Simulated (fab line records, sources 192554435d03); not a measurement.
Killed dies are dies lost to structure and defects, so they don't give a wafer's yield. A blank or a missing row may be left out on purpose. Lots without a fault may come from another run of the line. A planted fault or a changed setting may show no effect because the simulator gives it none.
A struck lot beside a sound one | flow n5_finfet | 30 steps out of a route of 1938
Sound: wafers L895.1, L895.2, L895.6. Struck: wafer L902.3. (L902.2, L902.5 of the same lot were not struck and are left out.) The cause comes at the end.
At each step with rows: each side's tool, then ch and its chambers, then its first start. Under that, the readings that differ: sound wafers | struck wafers | difference of the means | sigmas: that difference in standard deviations of wafers without a fault.
alike: readings whose means differ by less than 2 such deviations, and words and numbers that are the same on both sides. not compared: withheld readings, readings that some wafer has no value for, bounds like >300 that may hide the same value, and numbers for which the record gives no deviation and whose values overlap.
The two part at a step that has a row with sigmas, a row that says differs or no value, or rows on one side only. Numbers that don't overlap but have no deviation are shown without sigmas and don't part them. A reading that every wafer of one side lacks parts them only if that side has two wafers or more.

N5_SDB_CMP_30: polishes, stops on poly-Si, t overpolish 1.54 s, target thk 30 nm.
  sound on cmp-04 ch 0,3, day 6 21:50; struck on cmp-03 ch 2, day 8 15:37
  alike: motor_current_A, overpolish_run_s, time_to_endpoint_s
N5_SDB_THK_MEAS_31:
  sound on film_metro-01, day 6 22:08; struck on film_metro-01, day 8 15:50
  alike: SDB_THK
N5_SDB_INSPECT_36: inspects for defects (darkfield).
  sound on defect_inspect-02, day 6 22:09; struck on defect_inspect-01, day 8 15:51
  reading          | sound    | struck | difference | sigmas
  raw_defect_count | 23 29 42 | 85     | +54        | +3
N5_DUMMY_REMOVAL_HM_STRIP_01: strips SiNx in CH3F/O2, stops on poly-Si, target depth 4 nm, time 6.8 s.
  sound on rie_diel-05 ch 0,2,3, day 6 22:11; struck on rie_diel-03 ch 1, day 8 15:53
  alike: drypump_motor_current_A, oes_product_au, rf_vpp_V, showerhead_plenum_p_Torr, throttle_valve_pct
  not compared: rf_hours_counter_h
N5_DUMMY_REMOVAL_STRIP_10: strips in N2/H2, time 40 s.
  sound on rie_diel-05 ch 0,2,3, day 6 22:13; struck on rie_diel-03 ch 1, day 8 15:55
  alike: drypump_motor_current_A, oes_product_au, rf_vpp_V, showerhead_plenum_p_Torr, temp_c, throttle_valve_pct
  not compared: rf_hours_counter_h
then, 2 steps without rows for these wafers: N5_DUMMY_REMOVAL_PRECLEAN_07 (cleans in dHF, time 30 s); N5_DUMMY_REMOVAL_DUMMY_REMOVE_02 (chemistry TMAH, target poly-Si, stops on SiO2, target depth 142 nm, time 57 s, rinse time 30 s).
N5_DUMMY_REMOVAL_INSPECT_06: inspects for defects (brightfield).
  sound on defect_inspect-02, day 6 22:23; struck on defect_inspect-02, day 8 16:05
  alike: raw_defect_count
then, 4 steps without rows for these wafers: N5_DUMMY_REMOVAL_PRECLEAN_08 (cleans in NF3:NH3, afs cycles 2, time 20 s, sublimation time 60 s); N5_DUMMY_REMOVAL_PRECLEAN_04 (cleans in DHF, time 37 s); N5_DUMMY_REMOVAL_SRD_05 (time 30 s); N5_HKMG_FIN_IL_REGROW_00 (material SiO2, chemistry O3, target thk 0.75 nm, time 30 s).
N5_HKMG_FIN_HK_ALD_01: deposits HfO2, target thk 1.6 nm, pulse time 3 s, purge time 3 s.
  sound on ald_hk-03 ch 1,3, day 6 22:44; struck on ald_hk-03 ch 0, day 8 16:26
  reading                    | sound             | struck | difference | sigmas
  precursor_pulse_height_rel | 1.003 1.026 1.030 | 0.969  | -0.051     | -3
N5_HKMG_FIN_HK_ANNEAL_02: time 30 s.
  sound on rtp_anneal-01 ch 0, day 6 23:00; struck on rtp_anneal-01 ch 0, day 8 16:50
  alike: lamp_power_pct, lamp_zone_6_pct, wafer_temp_C_max
then, 1 step without rows for these wafers: N5_HKMG_FIN_ALD_74 (deposits La2O3, target thk 0.5 nm, pulse time 6 s, co reactant pulse time 1 s).
N5_HKMG_FIN_ALD_75: deposits Al2O3, target thk 1 nm, co reactant pulse time 1 s.
  sound on ald_hk-02 ch 0,1,2, day 6 23:17; struck on ald_hk-01 ch 2, day 8 17:06
  alike: heater_power_w, precursor_pulse_height_rel, susceptor_temp_C
then, 8 steps without rows for these wafers: N5_HKMG_FIN_COAT_41 (time 60 s, resist thk 300 nm); N5_HKMG_FIN_COAT_42 (time 60 s, resist thk 35 nm); N5_HKMG_FIN_COAT_43 (resist thk 90 nm); N5_HKMG_FIN_EBR_45; N5_HKMG_FIN_SOFTBAKE_44 (time 60 s); N5_HKMG_FIN_EXPOSE_46 (exposes mask NDIPOLE); N5_HKMG_FIN_PEB_47 (peb time 60 s); N5_HKMG_FIN_DEVELOP_48 (develop time 30 s).
N5_HKMG_FIN_CD_MEAS_49: target cd 202 nm.
  sound on cd_sem-02 ch 0, day 6 23:47; struck on cd_sem-01 ch 0, day 8 17:27
  alike: cd_nm
N5_HKMG_FIN_OVL_MEAS_50:
  sound on overlay-02 ch 0, day 6 23:49; struck on overlay-01 ch 0, day 8 17:29
  alike: NDIPOLE_OVL
N5_HKMG_FIN_INSPECT_61: inspects for defects (macro).
  sound on defect_inspect-02, day 6 23:50; struck on defect_inspect-02, day 8 17:30
  reading          | sound | struck | difference | sigmas
  raw_defect_count | 1 1 3 | >300   | differs    |
then, 1 step without rows for these wafers: N5_HKMG_FIN_DESCUM_53 (chemistry O2, time 7.9 s).
-- the record jumps here: 4 days lie between the struck wafers' starts before and after (it left off in module HKMG_FIN and takes up again in module BEOL_M4, whose first step shown is number 1111 of the route) --
N5_BEOL_M4_RC_MEAS_101:
  sound on prober-01 ch 0, day 11 03:50; struck on prober-02 ch 0, day 13 01:07
  alike: DIBL_N, DIBL_P, IOFF_N, IOFF_P, ION_N, ION_P, SS_N, SS_P, VT_N, VT_P
-- the record jumps here: 4 days lie between the struck wafers' starts before and after (it left off in module BEOL_M4 and takes up again in module PASSIVATION, whose first step shown is number 1936 of the route) --
N5_PASSIVATION_PROBE_49:
  the record has rows for the struck wafers here (prober-02, day 17 00:08) and none for the sound ones

WHERE THEY PART
First at N5_SDB_INSPECT_36; last, within this record, at N5_PASSIVATION_PROBE_49.

WHY: what the simulator had put in
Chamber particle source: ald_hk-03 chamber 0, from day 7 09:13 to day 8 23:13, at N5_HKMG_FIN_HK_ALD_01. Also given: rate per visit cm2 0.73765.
